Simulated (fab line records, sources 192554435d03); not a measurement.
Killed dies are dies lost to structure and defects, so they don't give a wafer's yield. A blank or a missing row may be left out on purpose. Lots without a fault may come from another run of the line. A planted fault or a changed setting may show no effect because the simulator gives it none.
One fault seen from 2 desks | flow n5_finfet | each desk has only its own numbers; what lay behind them comes last

THE METROLOGY DESK
What the gauges read, lot by lot, whatever tool the lot ran on: means of the sampled wafers that have a number. A lot is out of limits, marked OUT, if its mean lies more than 4 standard deviations from the usual mean; the brackets give that distance. Of its 22 readings 7 are shown: the one that was out of limits first, and those that lie furthest out on some lot.
Columns: A = COMB_M10 at N5_BEOL_M15_RC_MEAS_101, usual 1.5e-11 S/m; B = COMB_M14 at N5_BEOL_M15_RC_MEAS_101, usual 3.3e-12 S/m; C = COMB_M15 at N5_BEOL_M15_RC_MEAS_101, usual 2.2e-12 S/m; D = COMB_M8 at N5_BEOL_M15_RC_MEAS_101, usual 2.4e-11 S/m; E = SERP_M5 at N5_BEOL_M15_RC_MEAS_101, usual 38.2 ohm/um; F = SERP_M6 at N5_BEOL_M15_RC_MEAS_101, usual 13.7 ohm/um; G = SERP_M6_max_site at N5_BEOL_M15_RC_MEAS_101, usual 14.3 ohm/um
lot  | first seen here | A       | B       | C       | D       | E    | F              | G
L281 | day 12 07:18    | 1.4e-11 | 2.2e-12 | 1.5e-12 | 2.2e-11 | 36.8 | 13.7           | 14.2
L286 | day 13 11:39    | 2.1e-11 | 4.1e-12 | 2.2e-12 | 1.4e-11 | 39.1 | 22.6 (+23) OUT | 23.7 (+20) OUT
L287 | day 13 18:14    | 1.3e-11 | 4.4e-12 | 1.1e-12 | 2.7e-11 | 39.1 | 22.8 (+24) OUT | 23.3 (+20) OUT
L292 | day 15 10:32    | 1.4e-11 | 2.7e-12 | 2.1e-12 | 2.3e-11 | 36.5 | 13.3           | 13.6
This desk's finding: out of limits on L286, L287; first on L286, day 13 11:39 (SERP_M6 at N5_BEOL_M15_RC_MEAS_101). In limits: L281, L292.

THE TOOL OWNER'S DESK: wet_bench-04
The tool's own readings at N5_BEOL_M10_PRECLEAN_42 (cleans in residue remover, time 60 s): means of the sampled wafers that have a number, for each lot that ran on this tool. A lot is out of limits, marked OUT, if its mean lies more than 4 standard deviations from the usual mean; the brackets give that distance.
Columns: A = bath_guard_temp_C at N5_BEOL_M10_PRECLEAN_42, usual 40.1 C; B = bath_heat_duty_pct at N5_BEOL_M10_PRECLEAN_42, usual 4.5 %
lot  | first seen here | A    | B
L281 | day 10 22:05    | 40.0 | 4.6
L286 | day 12 02:17    | 39.8 | 4.7
L287 | day 12 08:55    | 40.2 | 4.1
This desk's finding: nothing out of limits on any of the 3 lots.

PUT TOGETHER
The metrology desk could have raised an alarm at day 13 11:39, on L286, L287.
The tool owner's desk saw nothing out of limits.
The tool owner's desk has L286, L287 on record, within its limits.
Of the lots named, all ran N5_BEOL_M10_PRECLEAN_42 on wet_bench-04.

WHAT THE SIMULATOR HAD PUT IN
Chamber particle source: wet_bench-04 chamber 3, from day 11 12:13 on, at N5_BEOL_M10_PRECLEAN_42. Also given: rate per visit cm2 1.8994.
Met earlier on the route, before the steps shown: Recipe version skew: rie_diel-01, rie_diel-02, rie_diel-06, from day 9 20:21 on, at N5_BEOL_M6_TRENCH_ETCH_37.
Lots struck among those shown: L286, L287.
Hours from the fault's start to each desk's first reading out of limits: the metrology desk, 47.
